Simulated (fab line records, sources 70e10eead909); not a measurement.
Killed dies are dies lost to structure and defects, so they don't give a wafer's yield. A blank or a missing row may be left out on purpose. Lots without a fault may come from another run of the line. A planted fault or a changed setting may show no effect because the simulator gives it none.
Which tool did it? | flow nand_harc | 13 lots, 39 wafers sampled, at 4 steps of a route of 1302

WHAT THE GAUGES READ, wafer by wafer
NHARC_END_SORT_01. Usual: killed_at_array 47, standard deviation 14; killed_at_other 0.5, standard deviation 0.72; killed_at_periphery 4, standard deviation 3.1; killed_dies 52, standard deviation 15; killed_open 3.2, standard deviation 1.9; killed_short 2.4, standard deviation 1.7.
lot  | measured     | on        | killed_at_array | killed_at_other | killed_at_periphery | killed_dies | killed_open | killed_short | flag
L354 | day 25 10:07 | prober-02 | 77 138 65       | 0 1 0           | 6 2 1               | 83 141 66   | 1 2 1       | 1 4 0        | OFF

WHICH TOOL RAN EACH LOT (tool, then ch and the chambers of the sampled wafers, then the start)
lot  | NHARC_A_STAIRCASE_ALD_420        | NHARC_A_BONDPAD_CMP_19        | NHARC_THIN_TSV_DEGAS_49
L349 | ald_hk-02 ch 1,2,3, day 16 06:14 | cmp-03 ch 0,1,3, day 22 09:22 | pvd_sputter-01, day 23 00:34
L348 | ald_hk-03 ch 1,2, day 16 23:19   | cmp-01 ch 1,2, day 22 23:02   | pvd_sputter-02, day 23 14:34
L351 | ald_hk-02 ch 0,1,3, day 17 04:43 | cmp-03 ch 0,3, day 22 21:32   | pvd_sputter-02, day 23 13:15
L354 | ald_hk-02 ch 2,3, day 18 16:59   | cmp-04 ch 0,1,2, day 24 07:52 | pvd_sputter-02, day 24 20:15
L356 | ald_hk-04 ch 0,1,2, day 19 14:10 | cmp-04 ch 1,2,3, day 25 17:02 | pvd_sputter-03, day 26 09:53
L355 | ald_hk-03 ch 0,2,3, day 19 14:29 | cmp-01 ch 0,1,3, day 25 16:40 | pvd_sputter-02, day 26 08:21
L363 | ald_hk-03 ch 0,1,2, day 22 08:31 | cmp-04 ch 0,1, day 28 06:35   | pvd_sputter-02, day 31 17:50
L364 | ald_hk-02 ch 0,3, day 22 20:48   | cmp-01 ch 0,2,3, day 28 16:16 | pvd_sputter-03, day 31 18:55
L365 | ald_hk-03 ch 0,3, day 23 05:52   | cmp-04 ch 0,2,3, day 28 19:09 | pvd_sputter-03, day 31 20:10
L366 | ald_hk-04 ch 0,1,2, day 23 21:08 | cmp-01 ch 0,2,3, day 29 10:48 | pvd_sputter-03, day 31 21:23
L368 | ald_hk-02 ch 0,1,2, day 24 21:59 | cmp-03 ch 0,1,3, day 30 16:55 | pvd_sputter-03, day 32 01:12
L369 | ald_hk-02 ch 1,2,3, day 25 00:47 | cmp-04 ch 1,2,3, day 30 15:51 | pvd_sputter-03, day 31 23:47
L371 | ald_hk-02 ch 1,2,3, day 26 00:52 | cmp-03 ch 2,3, day 31 18:00   | pvd_sputter-03, day 32 08:53
- NHARC_A_STAIRCASE_ALD_420: deposits SiO2, target thk 20 nm, pulse time 6 s, ald cycles 200.
- NHARC_A_BONDPAD_CMP_19: polishes, t overpolish 30 s, cu recess touch 16 s, target thk 169.82 nm.
- NHARC_THIN_TSV_DEGAS_49: time 120 s.

WHAT THE TOOLS THEMSELVES READ (means of the sampled wafers that have a number; where no wafer has one, the mark that the record gives instead)
NHARC_A_STAIRCASE_ALD_420. Usual: heater_power_outer_w 269 W, standard deviation 40; heater_power_w 476 W, standard deviation 67; precursor_pulse_height_rel 1.001, standard deviation 0.02.
lot  | tool      | heater_power_outer_w (W) | heater_power_w (W) | precursor_pulse_height_rel | flag
L349 | ald_hk-02 | 275                      | 484                | 1.002                      |
L348 | ald_hk-03 | 252                      | 448                | 0.999                      |
L351 | ald_hk-02 | 286                      | 495                | 0.993                      |
L354 | ald_hk-02 | 242                      | 458                | 0.998                      |
L356 | ald_hk-04 | 287                      | 515                | 1.014                      |
L355 | ald_hk-03 | 251                      | 428                | 1.012                      |
L363 | ald_hk-03 | 267                      | 457                | 1.004                      |
L364 | ald_hk-02 | 269                      | 492                | 1.011                      |
L365 | ald_hk-03 | 260                      | 454                | 1.007                      |
L366 | ald_hk-04 | 288                      | 516                | 0.992                      |
L368 | ald_hk-02 | 272                      | 463                | 0.986                      |
L369 | ald_hk-02 | 262                      | 464                | 0.996                      |
L371 | ald_hk-02 | 268                      | 472                | 1.002                      |

NHARC_A_BONDPAD_CMP_19. Usual: motor_current_A 12.2 A, standard deviation 0.92; overpolish_run_s 30.000 s, standard deviation 0.0098.
lot  | tool   | motor_current_A (A) | overpolish_run_s (s) | flag
L349 | cmp-03 | 11.9                | 30.005               |
L348 | cmp-01 | 12.3                | 29.998               |
L351 | cmp-03 | 12.3                | 30.007               |
L354 | cmp-04 | 11.9                | 29.993               |
L356 | cmp-04 | 11.7                | 30.000               |
L355 | cmp-01 | 12.8                | 30.002               |
L363 | cmp-04 | 12.1                | 30.009               |
L364 | cmp-01 | 12.9                | 29.998               |
L365 | cmp-04 | 12.4                | 29.993               |
L366 | cmp-01 | 13.3                | 30.000               |
L368 | cmp-03 | 11.6                | 29.999               |
L369 | cmp-04 | 11.4                | 30.005               |
L371 | cmp-03 | 13.1                | 30.002               |

NHARC_THIN_TSV_DEGAS_49. Usual: heater_power_w 460 W, standard deviation 50.
lot  | tool           | heater_power_w (W) | flag
L349 | pvd_sputter-01 | 438                |
L348 | pvd_sputter-02 | 443                |
L351 | pvd_sputter-02 | 417                |
L354 | pvd_sputter-02 | 434                |
L356 | pvd_sputter-03 | 457                |
L355 | pvd_sputter-02 | 398                |
L363 | pvd_sputter-02 | 398                |
L364 | pvd_sputter-03 | 485                |
L365 | pvd_sputter-03 | 449                |
L366 | pvd_sputter-03 | 506                |
L368 | pvd_sputter-03 | 496                |
L369 | pvd_sputter-03 | 473                |
L371 | pvd_sputter-03 | 471                |

THE ANSWER, worked out from the rows above alone
Rule: a lot is off if the mean of its wafers that have a number lies more than 3 standard deviations from the usual mean. A lot without any number at a reading at which 4 lots or more have one is off too. The other lots that the step has rows for count as sound. The gauges are gone through in route order, then the tools' own readings, and for those a lot's mean is taken as printed above. The first step at which some lot is off is used, and at that step the reading that is off furthest; a lot without a number counts as furthest.
Off: L354, at NHARC_END_SORT_01 (killed_at_array). Neither off nor sound, because the step has no rows for them: L349, L348, L351, L356, L355, L363, L364, L365, L366, L368, L369, L371.
A tool fits if, at a process step before that reading, it ran every lot that is off, and no sound lot after the first of them. The gauges at NHARC_END_SORT_01 are tried like those tools. Can't be told from this: 4 tools fit, ald_hk-02 at NHARC_A_STAIRCASE_ALD_420, cmp-04 at NHARC_A_BONDPAD_CMP_19, pvd_sputter-02 at NHARC_THIN_TSV_DEGAS_49, prober-02 at NHARC_END_SORT_01.

WHAT THE SIMULATOR HAD PUT IN
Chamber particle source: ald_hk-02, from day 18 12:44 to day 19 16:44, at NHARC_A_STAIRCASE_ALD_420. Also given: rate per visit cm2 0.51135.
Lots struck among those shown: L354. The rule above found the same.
